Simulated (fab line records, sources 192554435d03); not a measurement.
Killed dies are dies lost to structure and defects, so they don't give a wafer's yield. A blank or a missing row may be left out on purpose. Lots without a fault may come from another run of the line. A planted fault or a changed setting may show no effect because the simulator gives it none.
Which tool did it? | flow n5_finfet | 24 lots, 72 wafers sampled, at 4 steps of a route of 1938

WHAT THE GAUGES READ, wafer by wafer
N5_SD_EPI_P_EPI_MEAS_23. Usual: thk_nm 60.9 nm, standard deviation 1.3.
lot  | measured    | on            | thk_nm (nm)    | flag
L074 | day 3 08:22 | film_metro-01 | 62.1 60.5 61.7 |
L075 | day 3 21:07 | film_metro-01 | 61.8 61.2 62.5 |
L076 | day 4 01:25 | film_metro-02 | 61.3 61.3 60.4 |
L077 | day 4 04:57 | film_metro-01 | 60.3 61.1 60.4 |
L078 | day 4 11:32 | film_metro-02 | 61.9 61.0 60.2 |
L079 | day 4 15:44 | film_metro-02 | 60.5 61.9 62.6 |
L080 | day 4 20:42 | film_metro-02 | 61.2 60.6 61.0 |
L081 | day 5 04:20 | film_metro-02 | 59.5 60.0 64.1 |
L082 | day 5 12:18 | film_metro-02 | 62.1 59.6 61.7 |
L083 | day 5 18:25 | film_metro-01 | 64.9 62.0 61.9 |
L084 | day 5 22:49 | film_metro-01 | 60.9 61.6 60.5 |
L085 | day 6 05:59 | film_metro-01 | 59.8 62.9 63.9 |
L086 | day 6 10:04 | film_metro-01 | 61.5 63.0 63.1 |
L087 | day 6 15:18 | film_metro-02 | 61.9 60.7 60.7 |
L088 | day 6 21:28 | film_metro-02 | 60.5 60.9 61.5 |
L089 | day 7 03:34 | film_metro-02 | 59.9 58.3 60.3 |
L090 | day 7 08:49 | film_metro-02 | 60.1 60.9 61.9 |
L091 | day 7 14:08 | film_metro-01 | 59.5 59.4 61.7 |
L092 | day 7 20:05 | film_metro-02 | 60.5 61.1 58.6 |
L093 | day 8 02:38 | film_metro-01 | 60.4 59.3 61.1 |
L094 | day 8 12:25 | film_metro-01 | 60.0 61.4 61.8 |
L095 | day 8 15:29 | film_metro-02 | 61.3 60.7 61.2 |
L096 | day 8 23:30 | film_metro-02 | 58.6 60.2 59.4 |
L097 | day 9 02:56 | film_metro-01 | 59.4 60.6 61.6 |

N5_DUMMY_REMOVAL_INSPECT_06: inspects for defects (brightfield). Usual: raw_defect_count 12, standard deviation 5.4.
lot  | measured    | on                | raw_defect_count | flag
L074 | day 3 20:53 | defect_inspect-02 | 16 9 5           |
L075 | day 4 09:56 | defect_inspect-02 | 9 11 13          |
L076 | day 4 13:15 | defect_inspect-01 | 6 7 13           |
L077 | day 4 17:36 | defect_inspect-01 | 15 19 9          |
L078 | day 4 23:40 | defect_inspect-02 | 10 8 18          |
L079 | day 5 04:06 | defect_inspect-01 | 17 18 9          |
L080 | day 5 10:29 | defect_inspect-01 | 9 6 9            |
L081 | day 6 00:43 | defect_inspect-01 | 9 12 13          |
L082 | day 6 01:37 | defect_inspect-01 | 34 29 18         |
L083 | day 6 06:19 | defect_inspect-02 | 5 7 20           |
L084 | day 6 11:37 | defect_inspect-01 | 9 25 12          |
L085 | day 6 17:59 | defect_inspect-01 | 18 16 12         |
L086 | day 6 22:50 | defect_inspect-01 | 19 20 8          |
L087 | day 7 03:41 | defect_inspect-01 | 10 11 4          |
L088 | day 7 10:11 | defect_inspect-02 | 12 8 24          |
L089 | day 7 17:04 | defect_inspect-02 | 15 7 13          |
L090 | day 7 20:49 | defect_inspect-02 | 10 14 9          |
L091 | day 8 02:36 | defect_inspect-02 | 5 12 8           |
L092 | day 8 08:49 | defect_inspect-01 | 23 11 15         |
L093 | day 8 15:07 | defect_inspect-01 | 9 12 6           |
L094 | day 9 02:22 | defect_inspect-02 | 13 30 13         |
L095 | day 9 04:10 | defect_inspect-02 | 13 10 9          |
L096 | day 9 11:44 | defect_inspect-01 | 13 18 13         |
L097 | day 9 14:50 | defect_inspect-02 | 10 15 18         |

WHICH TOOL RAN EACH LOT (tool, then ch and the chambers of the sampled wafers, then the start)
lot  | N5_SDB_CUT_ETCH_26              | N5_DUMMY_REMOVAL_HM_STRIP_01
L074 | rie_si-06 ch 2,3, day 3 16:59   | rie_diel-06 ch 0,1,2, day 3 20:41
L075 | rie_si-05 ch 2,3, day 4 06:23   | rie_diel-02 ch 0,3, day 4 09:44
L076 | rie_si-02 ch 0,1,2, day 4 09:41 | rie_diel-02 ch 1,3, day 4 13:03
L077 | rie_si-05 ch 0,3, day 4 14:07   | rie_diel-05 ch 0,2,3, day 4 17:24
L078 | rie_si-06 ch 1,2,3, day 4 20:11 | rie_diel-05 ch 0,1, day 4 23:28
L079 | rie_si-05 ch 0,1,2, day 5 00:38 | rie_diel-02 ch 2,3, day 5 03:54
L080 | rie_si-05 ch 1,2,3, day 5 07:01 | rie_diel-05 ch 1,3, day 5 10:17
L081 | rie_si-05 ch 0,1, day 5 21:15   | rie_diel-05 ch 0,3, day 6 00:31
L082 | rie_si-02 ch 0,1,2, day 5 22:09 | rie_diel-06 ch 0,1,2, day 6 01:25
L083 | rie_si-02 ch 0,3, day 6 02:50   | rie_diel-06 ch 0,2, day 6 06:07
L084 | rie_si-06 ch 1,2,3, day 6 08:08 | rie_diel-02 ch 2,3, day 6 11:22
L085 | rie_si-06 ch 1,2,3, day 6 14:31 | rie_diel-02 ch 1,3, day 6 17:47
L086 | rie_si-06 ch 1,2, day 6 19:17   | rie_diel-05 ch 1,2,3, day 6 22:38
L087 | rie_si-05 ch 0,1,2, day 7 00:12 | rie_diel-05 ch 0,1,2, day 7 03:30
L088 | rie_si-05 ch 1,2,3, day 7 06:43 | rie_diel-05 ch 0,2, day 7 09:59
L089 | rie_si-06 ch 2,3, day 7 13:26   | rie_diel-06 ch 0,2,3, day 7 16:52
L090 | rie_si-05 ch 0,2,3, day 7 17:20 | rie_diel-06 ch 0,1,2, day 7 20:37
L091 | rie_si-05 ch 0,2, day 7 22:50   | rie_diel-05 ch 1,3, day 8 02:24
L092 | rie_si-02 ch 0,1,2, day 8 05:10 | rie_diel-06 ch 0,1,2, day 8 08:38
L093 | rie_si-02 ch 0,1,2, day 8 11:08 | rie_diel-05 ch 1,2,3, day 8 14:55
L094 | rie_si-05 ch 0,1,2, day 8 20:56 | rie_diel-06 ch 0,2,3, day 9 02:09
L095 | rie_si-02 ch 2,3, day 9 00:36   | rie_diel-02 ch 1,2, day 9 03:58
L096 | rie_si-02 ch 0,2, day 9 08:16   | rie_diel-06 ch 2,3, day 9 11:32
L097 | rie_si-06 ch 0,2,3, day 9 11:22 | rie_diel-06 ch 1,2,3, day 9 14:38
- N5_SDB_CUT_ETCH_26: etches Si in HBr/Cl2/O2, target depth 129.6 nm, bt time 20 s, time 51.8 s.
- N5_DUMMY_REMOVAL_HM_STRIP_01: strips SiNx in CH3F/O2, stops on poly-Si, target depth 4 nm, time 6.8 s.

WHAT THE TOOLS THEMSELVES READ (means of the sampled wafers that have a number; where no wafer has one, the mark that the record gives instead)
N5_SDB_CUT_ETCH_26. Usual: drypump_motor_current_A 5.6 A, standard deviation 0.52; oes_o_777_au 1.00 a.u., standard deviation 0.054; oes_product_au 1.006 a.u., standard deviation 0.01; throttle_valve_pct 37.1 %, standard deviation 0.35.
lot  | tool      | drypump_motor_current_A (A) | oes_o_777_au (a.u.) | oes_product_au (a.u.) | throttle_valve_pct (%) | flag
L074 | rie_si-06 | 5.2                         | 1.04                | 0.999                 | 37.0                   |
L075 | rie_si-05 | 6.4                         | 0.99                | 1.005                 | 37.1                   |
L076 | rie_si-02 | 5.5                         | 1.01                | 1.012                 | 37.0                   |
L077 | rie_si-05 | 6.3                         | 0.96                | 1.012                 | 36.8                   |
L078 | rie_si-06 | 5.2                         | 1.02                | 1.000                 | 37.4                   |
L079 | rie_si-05 | 5.7                         | 0.98                | 0.996                 | 37.0                   |
L080 | rie_si-05 | 6.2                         | 0.96                | 1.006                 | 37.1                   |
L081 | rie_si-05 | 5.4                         | 0.98                | 0.998                 | 36.8                   |
L082 | rie_si-02 | 5.5                         | 1.01                | 1.014                 | 37.0                   |
L083 | rie_si-02 | 5.3                         | 1.01                | 1.012                 | 36.8                   |
L084 | rie_si-06 | 5.2                         | 1.02                | 0.996                 | 37.4                   |
L085 | rie_si-06 | 5.2                         | 1.03                | 1.001                 | 37.4                   |
L086 | rie_si-06 | 5.1                         | 1.07                | 1.000                 | 37.0                   |
L087 | rie_si-05 | 5.7                         | 0.98                | 0.999                 | 37.0                   |
L088 | rie_si-05 | 6.3                         | 0.96                | 1.001                 | 37.1                   |
L089 | rie_si-06 | 5.2                         | 1.03                | 1.000                 | 37.0                   |
L090 | rie_si-05 | 6.1                         | 0.98                | 1.005                 | 36.9                   |
L091 | rie_si-05 | 5.6                         | 1.00                | 1.005                 | 36.9                   |
L092 | rie_si-02 | 5.5                         | 1.01                | 1.008                 | 37.0                   |
L093 | rie_si-02 | 5.5                         | 1.01                | 1.011                 | 37.0                   |
L094 | rie_si-05 | 5.7                         | 0.98                | 0.998                 | 37.0                   |
L095 | rie_si-02 | 5.6                         | 1.02                | 1.023                 | 36.8                   |
L096 | rie_si-02 | 5.4                         | 0.96                | 1.007                 | 37.1                   |
L097 | rie_si-06 | 5.2                         | 1.00                | 1.002                 | 37.3                   |

N5_DUMMY_REMOVAL_HM_STRIP_01. Usual: drypump_motor_current_A 6.1 A, standard deviation 0.51; oes_product_au 0.61 a.u., standard deviation 0.054; rf_vpp_V 127.1 V, standard deviation 0.92; showerhead_plenum_p_Torr 1.99 Torr, standard deviation 0.062; throttle_valve_pct 16.37 %, standard deviation 0.21.
lot  | tool        | drypump_motor_current_A (A) | oes_product_au (a.u.) | rf_vpp_V (V) | showerhead_plenum_p_Torr (Torr) | throttle_valve_pct (%) | flag
L074 | rie_diel-06 | 6.3                         | 0.68                  | 126.9        | 1.97                            | 16.18                  |
L075 | rie_diel-02 | 6.5                         | 0.65                  | 127.4        | 1.95                            | 16.41                  |
L076 | rie_diel-02 | 6.2                         | 0.64                  | 126.8        | 1.97                            | 16.33                  |
L077 | rie_diel-05 | 6.0                         | 0.59                  | 127.7        | 2.02                            | 16.33                  |
L078 | rie_diel-05 | 5.8                         | 0.58                  | 127.9        | 2.00                            | 16.39                  |
L079 | rie_diel-02 | 6.3                         | 0.63                  | 126.8        | 1.94                            | 16.39                  |
L080 | rie_diel-05 | 5.5                         | 0.59                  | 126.2        | 1.95                            | 16.55                  |
L081 | rie_diel-05 | 5.7                         | 0.58                  | 127.0        | 2.03                            | 16.33                  |
L082 | rie_diel-06 | 6.3                         | 0.65                  | 127.5        | 1.96                            | 16.20                  |
L083 | rie_diel-06 | 6.6                         | 0.64                  | 127.0        | 1.96                            | 16.39                  |
L084 | rie_diel-02 | 6.3                         | 0.62                  | 126.4        | 1.94                            | 16.41                  |
L085 | rie_diel-02 | 6.3                         | 0.63                  | 127.2        | 1.97                            | 16.34                  |
L086 | rie_diel-05 | 5.9                         | 0.59                  | 127.4        | 1.97                            | 16.46                  |
L087 | rie_diel-05 | 6.2                         | 0.65                  | 126.1        | 1.98                            | 16.25                  |
L088 | rie_diel-05 | 6.4                         | 0.65                  | 127.8        | 2.00                            | 16.14                  |
L089 | rie_diel-06 | 6.2                         | 0.63                  | 126.7        | 2.01                            | 16.38                  |
L090 | rie_diel-06 | 6.3                         | 0.65                  | 126.7        | 1.96                            | 16.24                  |
L091 | rie_diel-05 | 5.5                         | 0.59                  | 125.9        | 1.94                            | 16.58                  |
L092 | rie_diel-06 | 6.3                         | 0.64                  | 127.0        | 1.96                            | 16.23                  |
L093 | rie_diel-05 | 5.9                         | 0.59                  | 126.7        | 1.97                            | 16.49                  |
L094 | rie_diel-06 | 6.3                         | 0.63                  | 127.0        | 2.01                            | 16.39                  |
L095 | rie_diel-02 | 5.8                         | 0.57                  | 126.6        | 2.01                            | 16.43                  |
L096 | rie_diel-06 | 6.3                         | 0.58                  | 127.4        | 1.96                            | 16.58                  |
L097 | rie_diel-06 | 6.0                         | 0.59                  | 127.4        | 1.96                            | 16.40                  |

THE ANSWER, worked out from the rows above alone
Rule: a lot is off if the mean of its wafers that have a number lies more than 3 standard deviations from the usual mean. A lot without any number at a reading at which 4 lots or more have one is off too. The other lots that the step has rows for count as sound. The gauges are gone through in route order, then the tools' own readings, and for those a lot's mean is taken as printed above. The first step at which some lot is off is used, and at that step the reading that is off furthest; a lot without a number counts as furthest.
No lot is off at any reading shown: from this, nothing can be told.

WHAT THE SIMULATOR HAD PUT IN
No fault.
